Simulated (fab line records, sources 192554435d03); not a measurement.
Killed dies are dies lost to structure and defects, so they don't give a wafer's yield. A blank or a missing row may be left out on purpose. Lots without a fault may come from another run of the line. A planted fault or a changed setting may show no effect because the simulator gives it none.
Split-lot experiment | flow n5_finfet | 7 lots, 21 wafers read, on a route of 1938 steps

THE SPLIT
At N5_BEOL_M2_ETCH_69 (etches SiARC in CF4, target depth 15.6 nm, time 26 s), the setting bias_w was moved away from the recipe's 36 W on 8 of the 21 wafers read, by -13.4% to +14.4%. The other wafers ran this setting at the recipe's value.

The reading is taken at the split's own step.

THE READING
rf_vpp_V, in V, at N5_BEOL_M2_ETCH_69 (etches SiARC in CF4, target depth 15.6 nm, time 26 s). Fault-free wafers of this fab line usually give 184.5 V, standard deviation 1 V.

wafer  | tool, chamber at the split | bias_w as run, W | against the recipe | rf_vpp_V, V | against lot-mates on the recipe
L076.3 | rie_diel-02, 3             | 36               | recipe             | 184.3       | -
L076.4 | rie_diel-02, 2             | 36               | recipe             | 185.3       | -
L076.6 | rie_diel-02, 1             | 36               | recipe             | 185.3       | -
L079.1 | rie_diel-01, 2             | 36               | recipe             | 186.3       | -
L079.4 | rie_diel-01, 1             | 36               | recipe             | 185.4       | -
L079.6 | rie_diel-01, 0             | 36               | recipe             | 184.1       | -
L086.1 | rie_diel-02, 0             | 36               | recipe             | 183.9       | -
L086.2 | rie_diel-02, 3             | 36               | recipe             | 183.3       | -
L086.3 | rie_diel-02, 1             | 40.24            | +11.8%             | 198.5       | +14.9
L091.1 | rie_diel-02, 3             | 33.53            | -6.9%              | 176.6       | -7.6
L091.2 | rie_diel-02, 0             | 33.53            | -6.9%              | 175.5       | -8.7
L091.4 | rie_diel-02, 1             | 36               | recipe             | 184.2       | -
L092.2 | rie_diel-02, 1             | 36               | recipe             | 184.4       | -
L092.4 | rie_diel-02, 3             | 36               | recipe             | 185.1       | -
L092.6 | rie_diel-02, 2             | 31.17            | -13.4%             | 169.5       | -15.2
L094.1 | rie_diel-02, 1             | 36               | recipe             | 184.8       | -
L094.2 | rie_diel-02, 0             | 41.19            | +14.4%             | 203.0       | +18.2
L094.6 | rie_diel-02, 1             | 41.19            | +14.4%             | 202.5       | +17.7
L096.1 | rie_diel-05, 3             | 31.47            | -12.6%             | 170.0       | -14.9
L096.2 | rie_diel-05, 2             | 31.47            | -12.6%             | 168.8       | -16.1
L096.6 | rie_diel-05, 0             | 36               | recipe             | 184.9       | -

THE FIT
A straight line over all 21 wafers: rf_vpp_V changes by +1.21 V for each +1% of bias_w; r = +1.00; the points scatter about the line by 0.76 V.
The same after taking each lot's own level away (the mean of its wafers on the recipe; 21 wafers): +1.22 V for each +1%; r = +1.00; scatter 0.59 V.
On that fit, the largest move of bias_w shifts the reading by 18 V.
The lots' own levels span 183.60 to 185.27 V, that is 1.7 times the standard deviation above.
So the lot-to-lot level changes the slope little: the two slopes agree.
Check: with one of the wafers moved furthest among these (+14.4%) left out of the fit, the line predicts +17.6 V for it against its lot-mates. It came out at +18.2 V against them.
Tool readings at the split's step, against how far the setting was moved: rf_vpp_V r = +1.00.

OTHER SPLITS ON THESE WAFERS
These wafers also went through other splits before the reading. Each is held against what the fit with the lots' levels taken away leaves over:
other split on the same wafers | wafers away from the commonest value | r with rf_vpp_V (lot level and that fit taken away)
N5_BEOL_M1_COAT_61 spin_rpm    | 7                                    | +0.06

THE FILE'S OWN FIT
rf_vpp_V changes by +1.22 V for each +1% of bias_w, r = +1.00.
